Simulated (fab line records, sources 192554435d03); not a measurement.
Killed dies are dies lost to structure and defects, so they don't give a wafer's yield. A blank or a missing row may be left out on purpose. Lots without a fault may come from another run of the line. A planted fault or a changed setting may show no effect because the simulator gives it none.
fab line records | flow n5_finfet
record lots=9 wafers=26 last_day=17
route steps=1938 shown SD_EPI_N@279 SD_EPI_P@301 BEOL_M4@1111 PASSIVATION@1936
lots that met no fault: from a run of the same line without faults
start_h: hours from the record's first day to the start of the lot's first wafer shown | wait_h: hours since the lot's step before | " the same as in the row above | L1.1+2: a row that stands for several wafers | - no value, or no start given | * or withheld: withheld | < > ~ a bound
route shown NAME@n: a module of which the file shows steps, and the number in the route of the first | usual: mean/standard deviation of fault-free wafers | same: alike in all rows | chamber/n: place in a boat | sites: the reading at each site | _std_site: their standard deviation | _edge_site: outer sites' mean less inner sites' | radius_mm: how far each site lies from the wafer's centre | mask NAME#n: copy n | behind: the tool/chamber that last shaped the wafer | hold: why the lot was held/for how many hours/how that ended | device: the transistor (n, p or np) that didn't switch | end of line: the same wafers' tests at the end of the route | a step without rows: its recipe alone | killed: dies lost to structure and defects at the first sort, not the wafer's yield | map: a wafer's dies, x killed, . not, _ none there
set.NAME: the setting as run; set.NAME@STEP: as run at that earlier step | model.NAME: the simulator's own value behind a step, which no gauge read
steps of the route over a sample of lots; a table a step, a row a wafer
services: from which hour (start_h, from the record's first day; less than 0 if before it) a tool's chamber was out of use, for how many hours, and why
## steps
# step N5_SD_EPI_N_ETCH_16
# recipe chemistry=CHF3/O2 target=SiO2 target_depth_a=50 mask_material=SOC pressure_mtorr=30 source_w=650 bias_w=170 Ar_flow_sccm=200 CHF3_flow_sccm=50 O2_flow_sccm=5 ion_energy_ev=200
# usual drypump_motor_current_A=5.8/0.45 oes_product_au=0.78/0.078 rf_vpp_V=526/3.8 showerhead_plenum_p_Torr=2.39/0.068 throttle_valve_pct=18.88/0.25
# columns lot.wafer tool chamber start_h wait_h drypump_motor_current_A oes_product_au rf_hours_counter_h rf_vpp_V showerhead_plenum_p_Torr throttle_valve_pct
L506.1 rie_diel-01 2 62.18 0.1 6.4 0.81 99 529 2.43 19.28
L506.5 " 2 " " 6.4 0.81 - 528 2.43 19.28
L506.6 " 3 " " 6.4 0.69 - 526 2.28 18.95
L509.1 rie_diel-04 3 79.89 0.1 6.2 0.83 62 530 2.35 18.53
L509.2 " 0 " " 5.7 0.86 53 523 2.35 19.06
L509.4 " 2 " " 5.0 0.73 159 523 2.32 18.60
L511.2 rie_diel-03 2 91.15 0.1 6.0 0.78 97 533 2.44 18.75
L511.6 " 1 " " 5.9 0.69 - 521 2.39 19.14
L520.2 rie_diel-04 3 148.44 0.1 6.2 0.81 89 530 2.34 18.56
L520.3 " 1 " " 5.6 0.68 229 526 2.48 18.99
L520.5 " 2 " " 4.9 0.72 - 522 2.31 18.64
L522.1 rie_diel-03 0 159.48 0.1 6.1 0.91 24 525 2.36 18.61
L522.2 " 3 " " 5.2 0.69 229 523 2.48 19.17
L522.5 " 0 " " 6.1 0.92 - 526 2.36 18.61
L524.1 rie_diel-04 2 169.28 0.1 4.9 0.71 195 522 2.31 18.66
L524.3 " 0 " " 5.7 0.83 86 522 2.33 19.13
L524.5 " 1 " " 5.6 0.68 - 524 2.48 19.02
L525.2 rie_diel-01 3 177.82 0.1 6.4 0.96 12 536 2.55 18.57
L525.3 " 0 " " 5.6 0.74 172 525 2.41 18.68
L525.4 " 2 " " 6.4 0.76 151 528 2.41 19.38
L526.2 rie_diel-03 1 181.48 0.1 5.8 0.69 234 521 2.38 19.19
L526.4 " 3 " " 5.2 0.69 237 523 2.48 19.19
L526.6 " 1 " " 5.8 0.70 - 521 2.38 19.19
L527.1 rie_diel-03 2 189.44 0.1 6.0 0.77 119 533 2.43 18.76
L527.2 " 0 " " 6.1 0.90 34 524 2.36 18.63
L527.4 " 3 " " 5.2 0.68 239 524 2.48 19.19
# step N5_SD_EPI_P_PEB_07
# recipe peb_temp_c=110 peb_time_s=60 resist=CAR-ArF-block
# usual heater_power_total_W=175.5/1.6 resist_line_temp_C=23.00/0.13
# columns lot.wafer tool chamber start_h wait_h heater_power_total_W resist_line_temp_C
L506.1 litho_track-04 0 66.56 0.1 177.4 23.18
L506.5 " 0 " " 177.6 23.15
L506.6 " 0 " " 173.8 23.17
L509.1 litho_track-04 0 83.71 0.1 175.1 23.04
L509.2 " 0 " " 174.0 23.22
L509.4 " 0 " " 173.7 22.93
L511.2 litho_track-04 0 94.81 0.0 201.1 23.06
L511.6 " 0 " " 176.5 23.18
L520.2 litho_track-02 0 152.25 0.0 177.4 23.21
L520.3 " 0 " " 173.1 23.14
L520.5 " 0 " " 176.3 22.98
L522.1 litho_track-05 0 163.14 0.1 176.0 23.05
L522.2 " 0 " " 174.4 23.15
L522.5 " 0 " " 173.7 23.19
L524.1 litho_track-04 0 173.35 0.1 174.7 23.13
L524.3 " 0 " " 175.5 23.23
L524.5 " 0 " " 177.4 23.00
L525.2 litho_track-05 0 182.23 0.0 173.8 22.78
L525.3 " 0 " " 173.7 22.86
L525.4 " 0 " " 174.4 22.68
L526.2 litho_track-04 0 185.07 0.0 174.4 22.94
L526.4 " 0 " " 177.4 22.99
L526.6 " 0 " " 176.6 22.95
L527.1 litho_track-04 0 193.28 0.1 174.3 22.85
L527.2 " 0 " " 177.3 22.96
L527.4 " 0 " " 177.6 23.03
# step N5_SD_EPI_P_CD_MEAS_09
# recipe target_cd_nm=240 landing_energy_ev=500 detector=se_inlens
# usual cd_nm=240.1/0.6
# columns lot.wafer tool chamber start_h wait_h cd_nm
L506.1 cd_sem-02 0 66.62 - 240.9
L506.5 " 0 " " 240.2
L506.6 " 0 " " 240.1
L509.1 cd_sem-01 0 83.78 - 240.0
L509.2 " 0 " " 239.6
L509.4 " 0 " " 240.2
L511.2 cd_sem-01 0 94.87 - 230.3
L511.6 " 0 " " 239.3
L520.2 cd_sem-01 0 152.32 - 240.2
L520.3 " 0 " " 240.6
L520.5 " 0 " " 240.4
L522.1 cd_sem-03 0 163.21 - 240.3
L522.2 " 0 " " 240.2
L522.5 " 0 " " 240.1
L524.1 cd_sem-02 0 173.42 - 240.3
L524.3 " 0 " " 240.2
L524.5 " 0 " " 240.6
L525.2 cd_sem-03 0 182.30 - 240.8
L525.3 " 0 " " 240.2
L525.4 " 0 " " 239.6
L526.2 cd_sem-03 0 185.13 - 240.3
L526.4 " 0 " " 239.7
L526.6 " 0 " " 239.9
L527.1 cd_sem-01 0 193.35 - 241.2
L527.2 " 0 " " 240.1
L527.4 " 0 " " 240.8
# step N5_SD_EPI_P_OVL_MEAS_10
# recipe points_per_wafer=44
# usual SD_P_BLK_OVL=-0.3/0.75
# columns lot.wafer tool chamber start_h wait_h SD_P_BLK_OVL[nm]
L506.1 overlay-02 0 66.65 0.0 -1.3
L506.5 " 0 " " -1.1
L506.6 " 0 " " -0.5
L509.1 overlay-02 0 83.81 0.0 -1.4
L509.2 " 0 " " -0.7
L509.4 " 0 " " 1.2
L511.2 overlay-01 0 94.90 0.0 -1.1
L511.6 " 0 " " -2.0
L520.2 overlay-02 0 152.35 0.0 -2.0
L520.3 " 0 " " -1.2
L520.5 " 0 " " -1.3
L522.1 overlay-01 0 163.24 0.0 -0.7
L522.2 " 0 " " 0.1
L522.5 " 0 " " -1.5
L524.1 overlay-01 0 173.45 0.0 0.3
L524.3 " 0 " " 0.0
L524.5 " 0 " " 0.3
L525.2 overlay-01 0 182.33 0.0 -0.2
L525.3 " 0 " " -0.2
L525.4 " 0 " " -0.3
L526.2 overlay-02 0 185.16 0.0 -1.1
L526.4 " 0 " " -0.3
L526.6 " 0 " " -0.3
L527.1 overlay-01 0 193.38 0.0 0.8
L527.2 " 0 " " -0.9
L527.4 " 0 " " 0.1
# step N5_SD_EPI_P_ETCH_47
# recipe chemistry=CH3F/O2 target=SiOCN target_depth_a=250 mask_material=SOC ion_energy_ev=60 bias_w=29 pressure_mtorr=30 source_w=410 Ar_flow_sccm=150 CH3F_flow_sccm=30 O2_flow_sccm=20
# usual CH3F_flow_sccm=30.01/0.088 drypump_motor_current_A=5.8/0.47 oes_product_au=0.76/0.062 rf_vpp_V=127.2/1.4 showerhead_plenum_p_Torr=2.02/0.081 throttle_valve_pct=16.45/0.14
# columns lot.wafer tool chamber start_h wait_h CH3F_flow_sccm drypump_motor_current_A oes_product_au rf_hours_counter_h rf_vpp_V showerhead_plenum_p_Torr throttle_valve_pct
L506.1 rie_diel-02 1 67.24 0.1 30.11 5.5 0.77 159 130.5 2.08 16.20
L506.5 " 0 " " 30.02 6.2 0.75 - 125.6 1.92 16.43
L506.6 " 3 " " 30.11 6.2 0.70 - 125.9 1.90 16.39
L509.1 rie_diel-06 1 84.38 0.1 30.06 5.4 0.72 176 127.9 1.99 16.46
L509.2 " 0 " " 30.04 4.9 0.95 14 128.5 2.05 16.24
L509.4 " 3 " " 29.92 5.6 0.72 191 127.0 2.07 16.65
L511.2 rie_diel-06 1 95.48 0.1 30.00 5.4 0.73 179 127.6 1.99 16.47
L511.6 " 0 " " 30.15 4.9 0.92 - 130.1 2.05 16.26
L520.2 rie_diel-02 1 152.92 0.1 29.94 5.4 0.76 179 129.9 2.08 16.23
L520.3 " 0 " " 30.03 6.2 0.73 170 124.9 1.91 16.47
L520.5 " 1 " " 30.09 5.5 0.75 - 127.6 2.08 16.23
L522.1 rie_diel-02 2 163.90 0.1 30.13 5.3 0.76 131 126.3 2.09 16.44
L522.2 " 1 " " 29.93 5.5 0.75 183 128.4 2.07 16.22
L522.5 " 1 " " 29.97 5.4 0.76 - 129.3 2.07 16.24
L524.1 rie_diel-02 2 174.02 0.1 30.06 5.3 0.75 136 127.2 2.09 16.45
L524.3 " 1 " " 29.87 5.5 0.75 188 128.8 2.07 16.23
L524.5 " 1 " " 29.89 5.5 0.74 - 129.1 2.07 16.26
L525.2 rie_diel-05 0 182.90 0.1 30.09 5.6 0.74 172 127.2 2.08 16.41
L525.3 " 2 " " 29.95 6.1 0.71 218 128.0 2.05 16.39
L525.4 " 1 " " 29.90 6.2 0.78 120 127.6 1.85 16.50
L526.2 rie_diel-05 1 185.76 0.1 30.20 6.2 0.78 121 124.6 1.85 16.50
L526.4 " 3 " " 30.01 6.6 0.74 175 127.1 2.07 16.74
L526.6 " 0 " " 30.09 5.5 0.74 - 125.8 2.08 16.41
L527.1 rie_diel-05 2 193.96 0.1 30.04 6.1 0.70 220 127.9 2.05 16.41
L527.2 " 1 " " 30.12 6.2 0.77 123 126.4 1.85 16.50
L527.4 " 3 " " 30.03 6.5 0.74 178 126.4 2.07 16.73
# step N5_BEOL_M4_RC_MEAS_101
# usual DIBL_N=35.7/1.3 DIBL_P=36.0/1.6 IOFF_N=0.154/0.025 IOFF_P=0.21/0.034 ION_N=675/9.7 ION_P=465/7.4 SS_N=71.3/0.55 SS_P=73.1/0.52 VT_N=250/3 VT_P=-249/3.6
# columns lot.wafer tool chamber start_h wait_h DIBL_N[mV/V] DIBL_P[mV/V] IOFF_N[nA/um] IOFF_P[nA/um] ION_N[uA/um] ION_P[uA/um] SS_N[mV/dec] SS_P[mV/dec] VT_N[mV] VT_P[mV]
L506.1 prober-02 0 180.97 0.0 36.9 37.2 0.169 0.21 677 463 71.0 74.0 245 -251
L506.5 " 0 " " 35.7 36.3 0.149 0.19 678 464 71.1 72.9 250 -253
L506.6 " 0 " " 36.6 36.6 0.161 0.20 678 460 71.0 73.4 247 -251
L509.1 prober-01 0 195.77 0.0 36.2 36.6 0.185 0.28 690 481 71.3 73.0 244 -242
L509.2 " 0 " " 37.3 38.7 0.213 0.30 704 492 71.8 73.5 244 -243
L509.4 " 0 " " 35.7 35.5 0.158 0.24 682 469 71.7 72.8 248 -245
L511.2 prober-01 0 214.44 0.2 34.2 34.8 0.125 0.21 667 469 71.0 72.6 251 -248
L511.6 " 0 " " 34.2 35.4 0.129 0.21 662 465 71.3 72.9 254 -247
L520.2 prober-01 0 270.96 0.2 36.2 37.7 0.176 0.23 683 464 71.5 73.4 246 -247
L520.3 " 0 " " 34.1 35.5 0.140 0.20 684 473 71.0 73.2 249 -249
L520.5 " 0 " " 34.1 35.8 0.139 0.20 678 469 71.4 73.7 248 -247
L522.1 prober-02 0 274.05 0.0 37.0 38.2 0.190 0.27 680 468 71.3 73.7 247 -244
L522.2 " 0 " " 35.8 36.5 0.169 0.25 686 471 71.2 73.7 247 -244
L522.5 " 0 " " 35.2 35.7 0.152 0.23 666 465 71.1 73.1 248 -246
L524.1 prober-02 0 294.92 0.0 35.4 35.9 0.163 0.22 693 468 71.5 73.4 246 -249
L524.3 " 0 " " 34.2 33.1 0.129 0.19 667 460 71.2 72.6 252 -250
L524.5 " 0 " " 34.8 33.6 0.144 0.19 674 466 71.2 71.9 248 -250
L527.1 prober-02 0 302.38 0.0 36.9 35.3 0.160 0.20 671 459 71.9 72.7 249 -252
L527.2 " 0 " " 36.3 35.5 0.151 0.19 673 467 71.9 72.9 249 -252
L527.4 " 0 " " 37.2 36.2 0.168 0.21 680 459 71.7 73.7 249 -251
L526.2 prober-01 0 304.26 0.2 35.1 33.1 0.124 0.19 674 470 70.4 71.9 252 -249
L526.4 " 0 " " 36.5 34.6 0.139 0.22 666 469 71.8 71.9 251 -246
L526.6 " 0 " " 37.9 36.6 0.169 0.24 680 476 71.0 73.1 245 -246
L525.2 prober-02 0 306.31 0.2 35.3 33.8 0.121 0.15 671 453 70.8 72.5 254 -256
L525.3 " 0 " " 39.4 39.1 0.195 0.21 680 454 71.6 73.3 249 -251
L525.4 " 0 " " 35.3 34.4 0.121 0.14 668 449 70.8 72.3 254 -262
# step N5_PASSIVATION_PROBE_49
# usual defect_limited_yield=91.6/1.4 killed_at_M0_to_M3=35/10 killed_at_M4_up=13/5.3 killed_at_contacts=12/5.9 killed_at_front_end=36/9.9 killed_at_other=3.2/3 killed_dies=99/16 killed_on_rim=13/3.9 killed_open=66/12 killed_short=32/7.7 sort_bin_5_function=4.9/0.91 sort_bin_6_memory=3.2/0.65 sort_n_pass=1081/16 sort_yield_pct=91.6/1.4
# same gross_dies=1180 killed_at_back_side=0 sort_bin_4_leakage[%]=0 sort_bin_8_speed[%]=0
# columns lot.wafer tool chamber start_h wait_h defect_limited_yield[%] killed_at_M0_to_M3 killed_at_M4_up killed_at_contacts killed_at_front_end killed_at_other killed_dies killed_on_rim killed_open killed_short sort_bin_5_function[%] sort_bin_6_memory[%] sort_n_pass sort_yield_pct[%]
L506.1 prober-01 - 286.69 0.0 92.6 28 8 5 44 2 87 14 52 34 3.5 3.4 1093 92.6
L506.5 prober-01 - 286.89 0.2 92.3 32 9 7 42 1 91 13 69 21 5.1 2.3 1089 92.3
L506.6 prober-01 - 286.94 0.3 92.9 38 9 7 29 1 84 4 54 30 4.2 2.7 1096 92.9
L511.2 prober-01 - 323.77 0.1 89.7 41 21 14 31 15 122 13 77 45 6.2 3.6 1058 89.7
L520.2 prober-02 - 382.73 0.1 91.9 34 9 12 38 3 96 18 66 30 4.9 2.9 1084 91.9
L520.3 prober-02 - 382.78 0.1 91.2 35 10 9 44 6 104 15 74 30 5.3 3.4 1076 91.2
L520.5 prober-02 - 382.88 0.2 90.6 42 9 21 36 3 111 17 80 31 5.2 4.1 1069 90.6
# killed by level:class
L506.1 FIN_SAQP:geometric_particle:short=9 FIN_SAQP:geometric_particle:open=8 BEOL_M1:geometric_particle:open=6 STI_FIN_REVEAL:geometric_particle:open=5 STI_FIN_REVEAL:geometric_particle:short=5 BEOL_M2:geometric_particle:open=5 DUMMY_GATE:geometric_particle:open=4 MOL_CONTACT_COAG:geometric_particle:open=4
L506.5 STI_FIN_REVEAL:geometric_particle:open=14 BEOL_M3:geometric_particle:open=14 FIN_SAQP:geometric_particle:open=13 MOL_CONTACT_COAG:geometric_particle:open=5 BEOL_M0_SAQP:geometric_particle:open=5 BEOL_M0_SAQP:geometric_particle:short=5 FIN_SAQP:geometric_particle:short=4 BEOL_M4:geometric_particle:open=3
L506.6 BEOL_M3:geometric_particle:open=10 GATE_CUT:geometric_particle:short=7 BEOL_M2:geometric_particle:open=7 BEOL_M0_SAQP:geometric_particle:open=6 FIN_SAQP:geometric_particle:open=5 MOL_CONTACT_COAG:geometric_particle:open=5 STI_FIN_REVEAL:geometric_particle:open=4 BEOL_M0_SAQP:geometric_particle:short=3
L511.2 MOL_CONTACT_COAG:geometric_particle:open=11 FIN_SAQP:geometric_particle:open=10 BEOL_M1:geometric_particle:open=9 BEOL_M0_SAQP:geometric_particle:short=8 MIM_TOP_ETCH:geometric_particle:short=8 BEOL_M3:geometric_particle:open=7 BEOL_M4:geometric_particle:open=7 STI_FIN_REVEAL:geometric_particle:open=6
L520.2 BEOL_M3:geometric_particle:open=10 DUMMY_GATE:geometric_particle:open=9 MOL_CONTACT_COAG:geometric_particle:open=9 BEOL_M0_SAQP:geometric_particle:open=7 FIN_SAQP:geometric_particle:short=6 BEOL_M4:geometric_particle:open=6 GATE_CUT:geometric_particle:open=5 FIN_SAQP:geometric_particle:open=4
L520.3 STI_FIN_REVEAL:geometric_particle:open=11 BEOL_M0_SAQP:geometric_particle:short=8 BEOL_M3:geometric_particle:open=8 FIN_SAQP:geometric_particle:open=7 DUMMY_GATE:geometric_particle:open=7 BEOL_M0_SAQP:geometric_particle:open=7 MOL_CONTACT_COAG:geometric_particle:open=7 BEOL_M1:geometric_particle:open=6
L520.5 MOL_CONTACT_COAG:geometric_particle:open=19 BEOL_M3:geometric_particle:open=18 BEOL_M0_SAQP:geometric_particle:open=11 BEOL_M0_SAQP:geometric_particle:short=8 FIN_SAQP:geometric_particle:short=7 FIN_SAQP:geometric_particle:open=6 BEOL_M5:geometric_particle:open=5 STI_FIN_REVEAL:geometric_particle:open=4
## services
# columns tool chamber start_h hours kind
rie_diel-03 0 41.10 - clean
rie_diel-03 0 41.10 - consumable_replace:focus_ring
rie_diel-03 0 41.10 18.9 scheduled_down
rie_diel-03 0 41.10 18.9 vent_cycle
rie_diel-02 - 81.18 1.0 repair
rie_diel-01 3 104.27 - clean
rie_diel-01 3 104.27 - consumable_replace:focus_ring
rie_diel-01 3 104.27 - consumable_replace:showerhead
rie_diel-01 3 104.27 16.1 scheduled_down
rie_diel-02 1 104.61 8.1 repair
rie_diel-06 - 109.40 0.7 repair
rie_diel-03 - 109.52 28.1 pm
rie_diel-01 0 143.31 8.5 repair
rie_diel-01 3 144.31 29.9 repair
rie_diel-02 - 146.70 2.8 pm
rie_diel-03 2 156.59 4.1 repair
rie_diel-02 3 157.07 - clean
rie_diel-02 3 157.07 - consumable_replace:focus_ring
rie_diel-02 3 157.07 - consumable_replace:showerhead
rie_diel-02 3 157.07 15.7 scheduled_down
rie_diel-02 3 157.07 15.7 vent_cycle
rie_diel-01 3 179.40 9.7 repair
rie_diel-02 0 180.05 2.6 repair
rie_diel-01 3 189.25 4.4 repair
## key
first_sign step=N5_SD_EPI_P_PEB_07 reading=heater_power_total_W direction=up sigmas=16 usual=* struck=*
effect step=N5_SD_EPI_P_CD_MEAS_09 reading=cd_nm direction=down sigmas=16 usual=240.1 struck=230.3
met_at N5_SD_EPI_P_PEB_07
struck_lots L511
struck_wafers L511.2
not_acting_at N5_SD_EPI_N_ETCH_16,N5_SD_EPI_P_OVL_MEAS_10,N5_SD_EPI_P_ETCH_47
onset_between 83.71 94.81
fault kind=process_parameter_drift tool=litho_track-04 chamber=- onset_h=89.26 steps=N5_SD_EPI_P_PEB_07 channel=peb_time_s offset=* shape=step end_h=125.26 scope=struck_wafers_only acts_in=* stated=*
